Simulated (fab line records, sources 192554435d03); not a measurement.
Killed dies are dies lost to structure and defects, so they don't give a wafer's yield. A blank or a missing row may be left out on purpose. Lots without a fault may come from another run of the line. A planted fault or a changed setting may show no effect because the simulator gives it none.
fab line records | flow n5_finfet
record lots=6 wafers=18 last_day=17
route steps=1938 shown BEOL_M0_SAQP@670 BEOL_M4@1111 PASSIVATION@1936
lots that met no fault: from a run of the same line without faults
start_h: hours from the record's first day to the start of the lot's first wafer shown | wait_h: hours since the lot's step before | " the same as in the row above | L1.1+2: a row that stands for several wafers | - no value, or no start given | * or withheld: withheld | < > ~ a bound
route shown NAME@n: a module of which the file shows steps, and the number in the route of the first | usual: mean/standard deviation of fault-free wafers | same: alike in all rows | chamber/n: place in a boat | sites: the reading at each site | _std_site: their standard deviation | _edge_site: outer sites' mean less inner sites' | radius_mm: how far each site lies from the wafer's centre | mask NAME#n: copy n | behind: the tool/chamber that last shaped the wafer | hold: why the lot was held/for how many hours/how that ended | device: the transistor (n, p or np) that didn't switch | end of line: the same wafers' tests at the end of the route | a step without rows: its recipe alone | killed: dies lost to structure and defects at the first sort, not the wafer's yield | map: a wafer's dies, x killed, . not, _ none there
set.NAME: the setting as run; set.NAME@STEP: as run at that earlier step | model.NAME: the simulator's own value behind a step, which no gauge read
lots at some steps of the route; a table a step, a row a wafer
services: from which hour (start_h, from the record's first day; less than 0 if before it) a tool's chamber was out of use, for how many hours, and why
## steps
# step N5_BEOL_M0_SAQP_RECESS_104
# recipe chemistry=HF/NH3 target=SiO2 target_depth_a=180 afs_cycles=3 temp_c=30 sublimation_temp_c=180 sublimation_time_s=60
# usual drypump_motor_current_A=5.5/0.35
# columns lot.wafer tool chamber start_h wait_h drypump_motor_current_A
L831.1 vapor_etch-01 1 112.34 0.1 5.0
L831.2 " 0 " " 5.8
L831.6 " 1 " " 5.0
L837.2 vapor_etch-02 0 142.15 0.1 5.8
L837.4 " 0 " " 5.8
L837.6 " 1 " " 5.5
L838.1 vapor_etch-01 0 153.91 0.1 5.8
L838.3 " 1 " " 5.0
L838.5 " 1 " " 5.0
L845.2 vapor_etch-02 0 194.86 0.1 5.8
L845.4 " 0 " " 5.8
L845.5 " 0 " " 5.8
L849.1 vapor_etch-01 1 221.90 0.1 5.0
L849.4 " 0 " " 5.8
L849.6 " 0 " " 5.8
L853.1 vapor_etch-01 1 242.57 0.1 5.0
L853.2 " 0 " " 5.8
L853.4 " 1 " " 5.0
# step N5_BEOL_M0_SAQP_COAT_105
# recipe resist=SOC temp_c=250 time_s=60 spin_rpm=1500 resist_thk_nm=100
# step N5_BEOL_M0_SAQP_ETCH_106
# recipe chemistry=N2/H2 target=SOC target_depth_a=1500 stop_on=SiNx ion_energy_ev=100 bias_w=61 pressure_mtorr=30 source_w=850 n2_flow_sccm=200 h2_flow_sccm=200
# usual drypump_motor_current_A=5.93/0.29 oes_product_au=0.76/0.077 rf_vpp_V=241.0/1.1 showerhead_plenum_p_Torr=2.56/0.076 throttle_valve_pct=17.72/0.27
# columns lot.wafer tool chamber start_h wait_h drypump_motor_current_A oes_product_au rf_hours_counter_h rf_vpp_V showerhead_plenum_p_Torr throttle_valve_pct
L831.1 rie_diel-02 2 112.79 - 5.96 0.76 141 240.9 2.55 17.62
L831.2 " 1 " " 5.99 0.86 39 240.4 2.69 17.41
L831.6 " 2 " " 5.94 0.76 - 240.4 2.55 17.62
L837.2 rie_diel-02 1 142.71 - 5.94 0.85 50 242.7 2.69 17.42
L837.4 " 1 " " 5.96 0.84 - 242.8 2.68 17.42
L837.6 " 2 " " 5.94 0.76 - 240.2 2.55 17.64
L838.1 rie_diel-06 2 154.54 - 6.06 0.71 191 240.1 2.49 17.55
L838.3 " 0 " " 5.80 0.73 166 242.6 2.68 18.04
L838.5 " 3 " " 5.78 0.69 - 241.1 2.52 18.06
L845.2 rie_diel-02 3 195.31 - 6.14 0.89 15 240.5 2.51 17.72
L845.4 " 2 " " 5.98 0.73 171 240.2 2.54 17.67
L845.5 " 1 " " 6.00 0.82 - 242.0 2.68 17.45
L849.1 rie_diel-06 3 222.42 - 5.80 0.68 226 239.7 2.51 18.07
L849.4 " 0 " " 5.79 0.71 185 240.7 2.67 18.06
L849.6 " 3 " " 5.77 0.67 - 240.0 2.51 18.06
L853.1 rie_diel-02 2 243.02 - 5.97 0.72 187 241.8 2.53 17.72
L853.2 " 0 " " 5.49 0.86 37 238.5 2.47 17.57
L853.4 " 3 " " 6.15 0.86 30 241.6 2.51 17.75
# step N5_BEOL_M0_SAQP_ETCH_107
# recipe chemistry=CH3F/O2 target=SiNx target_depth_a=300 mask_material=SOC pressure_mtorr=30 source_w=395 bias_w=73 Ar_flow_sccm=150 CH3F_flow_sccm=30 O2_flow_sccm=20 ion_energy_ev=120
# usual drypump_motor_current_A=5.93/0.29 oes_product_au=0.77/0.079 rf_vpp_V=297/10 showerhead_plenum_p_Torr=2.01/0.053 throttle_valve_pct=16.32/0.23
# columns lot.wafer tool chamber start_h wait_h drypump_motor_current_A oes_product_au rf_hours_counter_h rf_vpp_V showerhead_plenum_p_Torr throttle_valve_pct
L831.1 rie_diel-02 2 112.85 0.0 5.95 0.76 141 286 2.02 16.19
L831.2 " 1 " " 5.97 0.88 39 306 2.12 16.03
L831.6 " 2 " " 5.95 0.77 - 285 2.02 16.19
L837.2 rie_diel-02 1 142.77 0.0 5.98 0.85 50 307 2.11 16.05
L837.4 " 1 " " 5.98 0.86 - 306 2.11 16.05
L837.6 " 2 " " 5.96 0.75 - 286 2.02 16.23
L838.1 rie_diel-06 2 154.60 0.0 6.02 0.72 191 294 1.96 16.30
L838.3 " 0 " " 5.78 0.73 166 299 2.07 16.38
L838.5 " 3 " " 5.79 0.69 - 292 1.99 16.69
L845.2 rie_diel-02 3 195.37 0.0 6.14 0.92 15 278 1.97 16.08
L845.4 " 2 " " 5.93 0.73 171 285 2.01 16.24
L845.5 " 1 " " 5.97 0.82 - 307 2.11 16.09
L849.1 rie_diel-06 3 222.48 0.0 5.76 0.69 226 291 1.99 16.73
L849.4 " 0 " " 5.80 0.73 185 297 2.06 16.43
L849.6 " 3 " " 5.79 0.69 - 290 1.99 16.74
L853.1 rie_diel-02 2 243.08 0.0 5.98 0.72 187 287 2.01 16.28
L853.2 " 0 " " 5.53 0.88 37 305 1.95 16.11
L853.4 " 3 " " 6.13 0.87 30 276 1.96 16.10
# step N5_BEOL_M0_SAQP_STRIP_108
# recipe chemistry=N2/H2 power_w=500 temp_c=40 pressure_mtorr=50 rf_frequency_hz=6e+07 overash_fraction=0.3 bias_power_w=28 h2_frac=0.5 n2_flow_sccm=300 h2_flow_sccm=300
# step N5_BEOL_M0_SAQP_RECESS_109
# recipe chemistry=HF/NH3 target=SiO2 target_depth_a=30 afs_cycles=1 temp_c=30 sublimation_temp_c=180 sublimation_time_s=60
# usual drypump_motor_current_A=5.5/0.32
# columns lot.wafer tool chamber start_h wait_h drypump_motor_current_A
L831.1 vapor_etch-02 0 112.95 0.0 5.8
L831.2 " 1 " " 5.5
L831.6 " 0 " " 5.8
L837.2 vapor_etch-01 1 142.87 0.0 5.0
L837.4 " 1 " " 5.0
L837.6 " 0 " " 5.8
L838.1 vapor_etch-02 0 154.70 0.0 5.7
L838.3 " 0 " " 5.8
L838.5 " 0 " " 5.8
L845.2 vapor_etch-01 1 195.47 0.0 5.0
L845.4 " 0 " " 5.8
L845.5 " 1 " " 5.0
L849.1 vapor_etch-02 0 222.82 0.3 5.8
L849.4 " 0 " " 5.8
L849.6 " 0 " " 5.8
L853.1 vapor_etch-02 0 243.18 0.0 5.8
L853.2 " 1 " " 5.5
L853.4 " 1 " " 5.5
# step N5_BEOL_M0_SAQP_SPACER2_ALD_26
# recipe material=SiO2 target_thk_a=150 temp_c=300 ald_precursor_family=BDEAS ald_co_reactant=O2-plasma pulse_time_s=1 purge_time_s=2 co_reactant_purge_time_s=2 pressure_torr=2
# step N5_BEOL_M0_SAQP_SPACER2_ETCHBACK_27
# recipe chemistry=CHF3/O2 mode=anisotropic_etchback target=SiO2 target_depth_a=225 time_s=11.25 pressure_mtorr=30 source_w=650 bias_w=170 Ar_flow_sccm=200 CHF3_flow_sccm=50 O2_flow_sccm=5 ion_energy_ev=200
# usual drypump_motor_current_A=5.90/0.27 oes_product_au=0.76/0.075 rf_vpp_V=522/20 showerhead_plenum_p_Torr=2.42/0.06 throttle_valve_pct=18.88/0.22
# columns lot.wafer tool chamber start_h wait_h drypump_motor_current_A oes_product_au rf_hours_counter_h rf_vpp_V showerhead_plenum_p_Torr throttle_valve_pct
L831.1 rie_diel-02 2 113.64 0.3 5.95 0.76 141 500 2.43 18.71
L831.2 " 0 " " 5.44 0.68 248 540 2.36 18.91
L831.6 " 0 " " 5.48 0.68 - 539 2.36 18.93
L837.2 rie_diel-03 0 143.60 0.3 5.76 0.79 156 525 2.32 18.99
L837.4 " 3 " " 5.81 0.72 214 536 2.46 18.72
L837.6 " 1 " " 5.46 0.71 - 544 2.40 19.34
L838.1 rie_diel-06 3 155.47 0.4 5.78 0.70 207 512 2.40 19.23
L838.3 " 2 " " 6.04 0.72 191 517 2.36 18.81
L838.5 " 0 " " 5.81 0.73 - 525 2.49 18.90
L845.2 rie_diel-06 2 196.16 0.3 6.01 0.72 202 517 2.36 18.81
L845.4 " 1 " " 6.50 0.85 59 544 2.46 18.64
L845.5 " 1 " " 6.48 0.84 - 547 2.46 18.64
L849.1 rie_diel-02 3 223.64 0.3 6.15 0.89 24 487 2.37 18.65
L849.4 " 0 " " 5.53 0.88 31 539 2.35 18.67
L849.6 " 0 " " 5.50 0.88 - 539 2.35 18.67
L853.1 rie_diel-06 1 243.87 0.3 6.54 0.83 74 545 2.46 18.69
L853.2 " 0 " " 5.78 0.71 192 524 2.48 18.92
L853.4 " 3 " " 5.77 0.67 233 513 2.39 19.28
# step N5_BEOL_M0_SAQP_MANDREL2_REMOVE_110
# recipe chemistry=HBr/Cl2/O2 bt_time_s=10 target=a-Si stop_on=SiCN endpoint=OES-SiCl over_etch_frac=1 icp_w=600 bias_w=30 HBr_flow_sccm=150 Cl2_flow_sccm=80 O2_flow_sccm=5 pressure_mtorr=10
# step N5_BEOL_M0_SAQP_CD_MEAS_29
# recipe target_cd_nm=14.4 landing_energy_ev=1000 detector=se_inlens
# usual cd_nm=14.96/0.24
# columns lot.wafer tool chamber start_h wait_h cd_nm
L831.1 cd_sem-03 0 113.84 0.1 15.20
L831.2 " 0 " " 15.09
L831.6 " 0 " " 14.90
L837.2 cd_sem-01 0 143.80 0.1 15.13
L837.4 " 0 " " 14.95
L837.6 " 0 " " 14.56
L838.1 cd_sem-03 0 155.66 0.1 15.04
L838.3 " 0 " " 14.80
L838.5 " 0 " " 14.72
L845.2 cd_sem-02 0 196.36 0.1 15.01
L845.4 " 0 " " 15.18
L845.5 " 0 " " 15.05
L849.1 cd_sem-03 0 223.84 0.1 14.86
L849.4 " 0 " " 14.80
L849.6 " 0 " " 14.59
L853.1 cd_sem-03 0 244.07 0.1 15.37
L853.2 " 0 " " 14.94
L853.4 " 0 " " 14.77
# step N5_BEOL_M0_SAQP_COAT_69
# recipe resist=SOC temp_c=250 time_s=60 spin_rpm=1500 resist_thk_nm=90
# step N5_BEOL_M0_SAQP_COAT_72
# recipe resist=SiARC temp_c=220 time_s=60 spin_rpm=1500 resist_thk_nm=15
# step N5_BEOL_M0_SAQP_COAT_87
# recipe resist=underlayer temp_c=205 time_s=60 spin_rpm=1500 resist_thk_nm=5
# usual chill_plate_temp_C=22.98/0.096 spin_speed_rpm=1500.1/1.2
# columns lot.wafer tool chamber start_h wait_h chill_plate_temp_C spin_speed_rpm
L831.1 litho_track-03 0 113.88 - 22.96 1501.5
L831.2 " 0 " " 22.87 1502.0
L831.6 " 0 " " 23.07 1499.9
L837.2 litho_track-01 0 143.84 - 23.12 1607.6
L837.4 " 0 " " 23.06 1608.7
L837.6 " 0 " " 23.13 1607.7
L838.1 litho_track-01 0 155.71 - 22.80 1605.0
L838.3 " 0 " " 22.90 1608.9
L838.5 " 0 " " 22.90 1607.3
L845.2 litho_track-05 0 196.40 - 23.17 1501.1
L845.4 " 0 " " 22.97 1501.0
L845.5 " 0 " " 22.83 1500.7
L849.1 litho_track-01 0 227.05 - 22.94 1499.6
L849.4 " 0 " " 22.76 1499.1
L849.6 " 0 " " 22.94 1499.0
L853.1 litho_track-05 0 244.11 - 22.96 1500.5
L853.2 " 0 " " 22.95 1499.2
L853.4 " 0 " " 22.93 1498.0
# step N5_BEOL_M0_SAQP_COAT_34
# recipe resist=CAR-EUV spin_rpm=1500 resist_thk_nm=30
# step N5_BEOL_M0_SAQP_EBR_36
# recipe solvent=PGMEA ebr_width_mm=1.5
# step N5_BEOL_M0_SAQP_SOFTBAKE_35
# recipe temp_c=110 time_s=60 resist=CAR-EUV
# step N5_BEOL_M0_SAQP_EXPOSE_37
# recipe mask_id=M0_CUT1 na=0.33 source_shape=annular sigma_inner=0.35 sigma_outer=0.8 polarization=unpolarized target_cd_nm=30 dose_mj=44.75
# step N5_BEOL_M0_SAQP_PEB_38
# recipe peb_temp_c=100 peb_time_s=60 resist=CAR-EUV
# step N5_BEOL_M0_SAQP_DEVELOP_39
# recipe develop_time_s=30 developer=TMAH resist=CAR-EUV rinse_liquid=surfactant_rinse dry=air_spin dev_temp_c=23
# step N5_BEOL_M0_SAQP_CD_MEAS_40
# recipe target_cd_nm=30 landing_energy_ev=500 detector=se_inlens
# usual cd_nm=30.09/0.26
# columns lot.wafer tool chamber start_h wait_h cd_nm
L831.1 cd_sem-03 0 114.15 - 30.30
L831.2 " 0 " " 30.10
L831.6 " 0 " " 30.25
L837.2 cd_sem-01 0 144.11 - 30.46
L837.4 " 0 " " 30.47
L837.6 " 0 " " 30.08
L838.1 cd_sem-03 0 156.10 - 30.53
L838.3 " 0 " " 29.89
L838.5 " 0 " " 30.28
L845.2 cd_sem-01 0 196.77 - 29.72
L845.4 " 0 " " 29.88
L845.5 " 0 " " 30.14
L849.1 cd_sem-02 0 228.29 - 29.92
L849.4 " 0 " " 29.93
L849.6 " 0 " " 30.32
L853.1 cd_sem-01 0 244.50 - 30.33
L853.2 " 0 " " 30.07
L853.4 " 0 " " 29.97
# step N5_BEOL_M0_SAQP_OVL_MEAS_41
# recipe points_per_wafer=522
# usual M0_CUT1_OVL=0.0/0.66
# columns lot.wafer tool chamber start_h wait_h M0_CUT1_OVL[nm]
L831.1 overlay-02 0 114.18 0.0 0.1
L831.2 " 0 " " -0.4
L831.6 " 0 " " 0.3
L837.2 overlay-02 0 144.14 0.0 -0.3
L837.4 " 0 " " 0.4
L837.6 " 0 " " -0.2
L838.1 overlay-02 0 156.13 0.0 0.0
L838.3 " 0 " " 0.5
L838.5 " 0 " " -0.1
L845.2 overlay-02 0 196.81 0.0 -0.3
L845.4 " 0 " " -0.6
L845.5 " 0 " " -0.3
L849.1 overlay-01 0 228.32 0.0 -0.4
L849.4 " 0 " " 1.1
L849.6 " 0 " " -0.2
L853.1 overlay-01 0 244.53 0.0 -1.3
L853.2 " 0 " " -0.7
L853.4 " 0 " " -1.8
# step N5_BEOL_M0_SAQP_INSPECT_42
# recipe mode=adi inspect_instrument=brightfield
# usual raw_defect_count=262/73
# columns lot.wafer tool chamber start_h wait_h raw_defect_count
L831.1 defect_inspect-02 - 114.24 0.1 241
L831.2 " - " " 440
L831.6 " - " " 249
L837.2 defect_inspect-01 - 144.19 0.0 166
L837.4 " - " " 267
L837.6 " - " " 194
L838.1 defect_inspect-01 - 156.18 0.1 160
L838.3 " - " " 265
L838.5 " - " " 209
L845.2 defect_inspect-01 - 196.86 0.0 218
L845.4 " - " " 225
L845.5 " - " " 298
L849.1 defect_inspect-02 - 228.39 0.1 327
L849.4 " - " " 334
L849.6 " - " " 321
L853.1 defect_inspect-01 - 244.59 0.1 250
L853.2 " - " " 148
L853.4 " - " " 272
# step N5_BEOL_M0_SAQP_DESCUM_45
# recipe chemistry=O2 time_s=7 source_power_w=50 bias_power_w=20 pressure_mtorr=20 rf_frequency_hz=2.712e+07 temp_c=40 resist=CAR-EUV o2_flow_sccm=225
# step N5_BEOL_M0_SAQP_ETCH_88
# recipe chemistry=N2/H2 target=underlayer target_depth_a=65 time_s=5.2 ion_energy_ev=200 mask_material=CAR-EUV pressure_mtorr=30 source_w=840 bias_w=150 n2_flow_sccm=200 h2_flow_sccm=200 ends=cleared
# usual drypump_motor_current_A=5.91/0.26 etch_rf_on_time_s=5.17/0.19 oes_product_au=0.67/0.068 rf_vpp_V=524.2/2.3 showerhead_plenum_p_Torr=2.55/0.073 throttle_valve_pct=17.78/0.24
# columns lot.wafer tool chamber start_h wait_h drypump_motor_current_A etch_rf_on_time_s oes_product_au rf_hours_counter_h rf_vpp_V showerhead_plenum_p_Torr throttle_valve_pct model.etch.depth_nm
L831.1 rie_diel-06 0 114.70 0.0 5.79 5.18 0.63 155 524.8 2.68 18.05 5.004
L831.2 " 1 " " 6.50 5.31 0.75 36 525.3 2.57 17.36 5.005
L831.6 " 0 " " 5.81 5.18 0.64 - 529.2 2.68 18.05 5.006
L837.2 rie_diel-06 1 144.26 0.0 6.51 5.19 0.73 44 526.7 2.56 17.36 4.833
L837.4 " 2 " " 6.08 4.77 0.62 188 523.5 2.49 17.58 4.825
L837.6 " 0 " " 5.77 5.02 0.62 - 525.7 2.68 18.06 4.84
L838.1 rie_diel-02 1 156.25 0.0 5.98 4.87 0.73 56 527.5 2.68 17.47 4.841
L838.3 " 2 " " 6.01 4.92 0.65 158 523.3 2.54 17.70 4.833
L838.5 " 2 " " 5.95 4.92 0.64 - 523.3 2.54 17.69 4.836
L845.2 rie_diel-02 2 196.93 0.0 5.93 5.14 0.64 172 524.2 2.54 17.71 5.009
L845.4 " 3 " " 6.13 4.98 0.78 15 522.0 2.51 17.77 4.997
L845.5 " 1 " " 5.96 4.99 0.72 - 529.4 2.68 17.48 5.014
L849.1 rie_diel-06 0 228.46 0.0 5.77 5.17 0.61 187 526.3 2.67 18.09 5.006
L849.4 " 1 " " 6.50 5.33 0.73 69 526.3 2.55 17.41 5.031
L849.6 " 3 " " 5.79 5.63 0.58 - 522.8 2.51 18.12 5.02
L853.1 rie_diel-06 2 244.66 0.0 6.06 4.88 0.61 217 524.5 2.48 17.63 4.994
L853.2 " 1 " " 6.47 5.27 0.70 74 524.1 2.55 17.43 4.99
L853.4 " 0 " " 5.77 5.15 0.62 192 525.3 2.67 18.09 4.993
# step N5_BEOL_M0_SAQP_ETCH_73
# recipe chemistry=CF4 target=SiARC target_depth_a=195 mask_material=CAR-EUV time_s=32.5 ion_energy_ev=80 pressure_mtorr=40 source_w=545 bias_w=36 Ar_flow_sccm=100 cf4_flow_sccm=100 ends=cleared
# step N5_BEOL_M4_RC_MEAS_101
# usual DIBL_N=36.8/2.2 DIBL_P=37.1/2.8 IOFF_N=0.17/0.04 IOFF_P=0.22/0.049 ION_N=672/16 ION_P=460/9.2 SS_N=71.6/0.69 SS_P=73.5/0.78 VT_N=249/3.6 VT_P=-250/3.9
# columns lot.wafer tool chamber start_h wait_h DIBL_N[mV/V] DIBL_P[mV/V] IOFF_N[nA/um] IOFF_P[nA/um] ION_N[uA/um] ION_P[uA/um] SS_N[mV/dec] SS_P[mV/dec] VT_N[mV] VT_P[mV]
L831.1 prober-01 0 158.57 0.0 39.2 38.3 0.20 0.22 666 451 72.8 74.1 248 -253
L831.2 " 0 " " 38.9 38.0 0.20 0.22 691 468 71.9 73.4 245 -251
L831.6 " 0 " " 38.0 37.4 0.19 0.21 694 462 71.5 73.3 247 -253
L837.2 prober-02 0 187.06 0.2 37.5 36.6 0.19 0.20 673 445 71.3 73.9 246 -251
L837.4 " 0 " " 35.5 34.7 0.14 0.16 675 451 71.3 73.3 251 -256
L837.6 " 0 " " 34.3 34.1 0.14 0.16 685 458 71.0 72.9 249 -256
L838.1 prober-02 0 207.65 0.0 40.3 41.0 0.24 0.26 712 473 72.6 74.9 241 -249
L838.3 " 0 " " 40.2 41.3 0.23 0.28 681 460 72.5 73.7 244 -248
L838.5 " 0 " " 40.7 41.0 0.23 0.27 696 469 72.1 74.8 245 -249
L845.2 prober-01 0 255.12 0.2 38.6 37.8 0.19 0.27 677 471 72.1 73.8 246 -244
L845.4 " 0 " " 39.4 39.5 0.21 0.32 670 469 72.6 74.0 246 -242
L845.5 " 0 " " 36.4 35.4 0.16 0.24 661 464 71.8 72.6 248 -246
L849.1 prober-02 0 280.02 0.0 34.5 33.2 0.15 0.18 669 458 70.5 72.3 248 -250
L849.4 " 0 " " 36.3 36.4 0.15 0.21 665 458 71.5 73.6 250 -251
L849.6 " 0 " " 34.2 33.5 0.12 0.18 659 459 71.7 73.2 253 -251
L853.1 prober-02 0 302.84 0.0 39.3 41.7 0.25 0.29 699 467 72.4 74.8 246 -249
L853.2 " 0 " " 34.7 37.2 0.15 0.22 696 471 71.4 73.1 246 -250
L853.4 " 0 " " 34.2 35.6 0.14 0.18 671 461 71.9 73.4 250 -253
# step N5_PASSIVATION_PROBE_49
# usual defect_limited_yield=91.1/1.5 killed_at_M0_to_M3=35/11 killed_at_M4_up=13/5.7 killed_at_contacts=12/5.7 killed_at_front_end=40/11 killed_at_other=4/4.4 killed_dies=105/18 killed_open=68/14 killed_short=34/7.4 sort_bin_4_leakage=0.00/0.011 sort_bin_5_function=5.2/1 sort_bin_6_memory=3.3/0.67 sort_bin_8_speed=0.04/0.29 sort_n_pass=1074/18 sort_yield_pct=91.0/1.5
# same gross_dies=1180 killed_at_back_side=0
# columns lot.wafer tool chamber start_h wait_h defect_limited_yield[%] killed_at_M0_to_M3 killed_at_M4_up killed_at_contacts killed_at_front_end killed_at_other killed_dies killed_open killed_short sort_bin_4_leakage[%] sort_bin_5_function[%] sort_bin_6_memory[%] sort_bin_8_speed[%] sort_n_pass sort_yield_pct[%]
L837.2 prober-01 - 291.37 0.1 90.7 41 15 6 42 6 110 75 34 0 5.5 3.6 0 1070 90.7
L837.4 prober-01 - 291.47 0.2 91.7 34 12 16 30 6 98 69 26 0 4.7 3.5 0 1082 91.7
L837.6 prober-01 - 291.57 0.3 89.7 42 11 14 40 15 122 69 49 0 5.8 4.3 0 1058 89.7
L849.1 prober-01 - 383.10 0.0 92.8 23 16 18 27 1 85 60 24 0 4.7 2.3 0 1095 92.8
L849.4 prober-01 - 383.25 0.2 89.6 24 17 8 74 0 123 79 34 0 6.2 4.1 0 1057 89.6
L849.6 prober-01 - 383.35 0.3 92.9 18 15 12 37 2 84 52 30 0 4.1 3.0 0 1096 92.9
# killed by level:class
L837.2 BEOL_M1:geometric_particle:open=16 BEOL_M0_SAQP:geometric_particle:open=9 DUMMY_GATE:geometric_particle:open=8 FIN_SAQP:geometric_particle:short=7 BEOL_M0_SAQP:geometric_particle:short=6 BEOL_M4:geometric_particle:open=6 FIN_SAQP:geometric_particle:open=5 MOL_CONTACT_COAG:geometric_particle:open=5
L837.4 MOL_CONTACT_COAG:geometric_particle:open=12 BEOL_M1:geometric_particle:open=10 BEOL_M3:geometric_particle:open=7 BEOL_M4:geometric_particle:open=7 STI_FIN_REVEAL:geometric_particle:open=5 GATE_CUT:geometric_particle:open=5 BEOL_M0_SAQP:geometric_particle:short=5 MOL_CONTACT_COAG:geometric_particle:short=4
L837.6 BEOL_M3:geometric_particle:open=11 MOL_CONTACT_COAG:geometric_particle:open=10 BEOL_M0_SAQP:geometric_particle:short=9 STI_FIN_REVEAL:geometric_particle:open=8 BEOL_M1:geometric_particle:open=7 ILD0:geometric_particle:open=6 BEOL_M1:geometric_particle:short=6 GATE_CUT:geometric_particle:short=5
L849.1 MOL_CONTACT_COAG:geometric_particle:open=15 FIN_SAQP:geometric_particle:short=6 BEOL_M2:geometric_particle:open=6 BEOL_M0_SAQP:geometric_particle:open=5 BEOL_M4:geometric_particle:open=5 BEOL_M0:geometric_particle:open=4 BEOL_M1:geometric_particle:open=4 STARTING-WAFER:geometric_particle:open=4
L849.4 FIN_SAQP:geometric_particle:open=33 FIN_SAQP:geometric_particle:short=14 FIN_CUT:area_etch=8 MOL_CONTACT_COAG:geometric_particle:open=7 BEOL_M4:geometric_particle:open=7 BEOL_M1:geometric_particle:open=6 BEOL_M0_SAQP:geometric_particle:short=5 BEOL_M2:geometric_particle:open=5
L849.6 FIN_SAQP:geometric_particle:open=9 MOL_CONTACT_COAG:geometric_particle:open=8 FIN_SAQP:geometric_particle:short=7 GATE_CUT:geometric_particle:short=5 BEOL_M0_SAQP:geometric_particle:open=5 BEOL_M2:geometric_particle:open=5 BEOL_M4:geometric_particle:open=5 MOL_CONTACT_COAG:geometric_particle:short=4
## services
# columns tool chamber start_h hours kind
vapor_etch-01 1 103.77 2.8 repair
rie_diel-02 0 119.54 - clean
rie_diel-02 0 119.54 - consumable_replace:focus_ring
rie_diel-02 0 119.54 13.2 scheduled_down
rie_diel-02 0 119.54 13.2 vent_cycle
rie_diel-02 3 133.06 - clean
rie_diel-02 3 133.06 - consumable_replace:focus_ring
rie_diel-02 3 133.06 21.0 scheduled_down
rie_diel-02 3 133.06 21.0 vent_cycle
vapor_etch-02 - 188.21 2.8 pm
rie_diel-03 - 220.73 0.9 repair
rie_diel-02 3 229.20 1.3 repair
rie_diel-03 0 237.94 16.9 repair
vapor_etch-02 - 244.08 0.5 repair
## key
first_sign step=N5_BEOL_M0_SAQP_COAT_87 reading=spin_speed_rpm direction=up sigmas=88 usual=* struck=*
effect none on later readings
model_effect step=N5_BEOL_M0_SAQP_ETCH_88 value=etch.depth_nm without=5.005 struck=4.834
met_at N5_BEOL_M0_SAQP_COAT_87
struck_wafers L837.2,L837.4,L837.6,L838.1,L838.3,L838.5
fault kind=process_parameter_drift tool=litho_track-01 chamber=- onset_h=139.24 steps=N5_BEOL_M0_SAQP_COAT_87 channel=spin_rpm offset=* shape=step end_h=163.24 acts_in=* stated=*
